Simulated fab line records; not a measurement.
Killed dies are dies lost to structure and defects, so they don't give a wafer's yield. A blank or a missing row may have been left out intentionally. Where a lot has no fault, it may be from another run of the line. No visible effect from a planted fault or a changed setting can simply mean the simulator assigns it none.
Which tool was responsible? / flow nand_harc / 18 wafers from 6 lots sampled at 4 of the route's 1159 steps

== WHAT THE GAUGES SHOWED, per wafer ==
NHARC_END_WLT_00.
lot=L561; measured=day 19 18:26; on=prober-02; VT_DECK1_BOTTOM=0.869 0.865 0.873
lot=L564; measured=day 19 18:28; on=prober-01; VT_DECK1_BOTTOM=0.873 0.874 0.872
lot=L566; measured=day 20 22:31; on=prober-02; VT_DECK1_BOTTOM=0.877 0.884 0.879
lot=L570; measured=day 21 06:45; on=prober-02; VT_DECK1_BOTTOM=0.875 0.879 0.867
lot=L568; measured=day 21 07:26; on=prober-01; VT_DECK1_BOTTOM=0.891 0.895 0.894
lot=L580; measured=day 24 01:31; on=prober-01; VT_DECK1_BOTTOM=0.863 0.880 0.876

== TOOL THAT RAN EACH LOT (tool first, then ch and the chambers of the sampled wafers, then the start) ==
lot=L561; NHARC_A_STAIRCASE_STRIP_446=plasma_asher-02 ch 0,1, day 13 12:33; NHARC_THIN_TSV_STRIP_45=plasma_asher-01 ch 0,1, day 19 02:20; NHARC_THIN_TSV_PRE_CLEAN_50=pvd_sputter-03, day 19 18:26 or earlier
lot=L564; NHARC_A_STAIRCASE_STRIP_446=plasma_asher-01 ch 0,1, day 14 06:22; NHARC_THIN_TSV_STRIP_45=plasma_asher-01 ch 0,1, day 19 04:41; NHARC_THIN_TSV_PRE_CLEAN_50=pvd_sputter-02, day 19 18:28 or earlier
lot=L566; NHARC_A_STAIRCASE_STRIP_446=plasma_asher-02 ch 0,1, day 15 04:35; NHARC_THIN_TSV_STRIP_45=plasma_asher-01 ch 0,1, day 20 12:58; NHARC_THIN_TSV_PRE_CLEAN_50=pvd_sputter-02, day 20 22:31 or earlier
lot=L570; NHARC_A_STAIRCASE_STRIP_446=plasma_asher-02 ch 1, day 15 17:28; NHARC_THIN_TSV_STRIP_45=plasma_asher-01 ch 1, day 20 14:20; NHARC_THIN_TSV_PRE_CLEAN_50=pvd_sputter-01, day 21 06:45 or earlier
lot=L568; NHARC_A_STAIRCASE_STRIP_446=plasma_asher-02 ch 0,1, day 15 18:05; NHARC_THIN_TSV_STRIP_45=plasma_asher-01 ch 0,1, day 20 17:49; NHARC_THIN_TSV_PRE_CLEAN_50=pvd_sputter-01, day 21 07:26 or earlier
lot=L580; NHARC_A_STAIRCASE_STRIP_446=plasma_asher-01 ch 0,1, day 18 07:19; NHARC_THIN_TSV_STRIP_45=plasma_asher-01 ch 0,1, day 23 05:25; NHARC_THIN_TSV_PRE_CLEAN_50=pvd_sputter-03, day 24 01:31 or earlier
- NHARC_A_STAIRCASE_STRIP_446: strips in O2.
- NHARC_THIN_TSV_STRIP_45: strips in O2.
- NHARC_THIN_TSV_PRE_CLEAN_50: time 30 s.

== THE ANSWER, worked out from the rows above alone ==
Rule: usual is defined by the lots themselves. Put in order of their means at a reading, lots are off if they are a third of the lots or fewer, leave a main group of 4 or more, and stand apart from it by a gap of 3 or more times the standard deviation of the main group's means; of several such gaps the widest counts. If all means in a main group match to the digits the tables above print for the reading, that group is not used. A lot without any number at a reading at which 4 lots or more have one is off too. The other lots that the step has rows for count as sound.
Off: at NHARC_END_WLT_00 (VT_DECK1_BOTTOM), L568. The main group has a mean of 0.874 with a standard deviation of 0.0035.
A tool fits if, at a process step before that reading, it ran every lot that is off, and no sound lot after the first of them. Gauges at NHARC_END_WLT_00: tried the same way as those tools. With no start given for some of its lots, NHARC_THIN_TSV_PRE_CLEAN_50 uses the hours and lot order of NHARC_END_WLT_00. Undecided on this evidence; 2 tools fit (plasma_asher-02 at NHARC_A_STAIRCASE_STRIP_446, pvd_sputter-01 at NHARC_THIN_TSV_PRE_CLEAN_50).

== WHAT WAS PUT IN BY THE SIMULATOR ==
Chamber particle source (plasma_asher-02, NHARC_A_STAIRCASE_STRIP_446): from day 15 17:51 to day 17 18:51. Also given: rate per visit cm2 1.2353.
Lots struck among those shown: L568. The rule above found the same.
